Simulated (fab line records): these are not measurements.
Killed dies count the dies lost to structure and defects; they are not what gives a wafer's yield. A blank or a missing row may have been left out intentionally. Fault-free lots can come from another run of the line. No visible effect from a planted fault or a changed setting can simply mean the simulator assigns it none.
Matching of chambers	flow n5 finfet	rie diel-02 running N5_BEOL_M1_ETCH_70: 4 sister chambers
The step etches SOC in N2/H2, target depth 80 nm, overetch 16 nm, time 120 s. 8 wafers are shown with their chamber, then 9 later ones without.

WAFERS, EACH WITH ITS CHAMBER
wafer	chamber	drypump motor current A (A)	showerhead plenum p Torr (Torr)
L082.3	0	5.1	2.61
L082.6	2	5.6	2.63
L085.3	3	6.0	2.40
L085.4	1	6.4	2.43
L085.6	0	5.0	2.61
L090.4	3	6.0	2.39
L090.5	1	6.4	2.43
L090.6	2	5.6	2.62

WAFERS WITH NO CHAMBER GIVEN
wafer	drypump motor current A (A)	showerhead plenum p Torr (Torr)
L092.3	6.4	2.43
L092.4	6.4	2.43
L092.5	5.6	2.62
L095.2	6.0	2.39
L095.3	5.6	2.62
L095.6	5.0	2.60
L097.1	6.5	2.42
L097.2	5.6	2.62
L097.4	5.0	2.60

WHICH CHAMBER EACH WENT THROUGH
wafer	from the rows above	in truth
L092.3	1	1
L092.4	1	1
L092.5	2	2
L095.2	3	3
L095.3	2	2
L095.6	0	0
L097.1	1	1
L097.2	2	2
L097.4	0	0
Correctly placed: 9 of 9. From these rows, 0 cannot be placed. 0 placed wrongly.
How it was worked out, from the rows above alone: a wafer's distance from a chamber is the root of the sum, over the readings, of the square of ((its reading less the chamber's mean) divided by the reading's scatter). The wafer belongs to the nearest chamber; if the next one is less than 2 further off, it can't be placed. A chamber's mean is the mean of its shown wafers. The scatter: take each reading less its chamber's mean, square it, sum over the shown wafers, divide by the number of wafers less the number of chambers, and take the root.
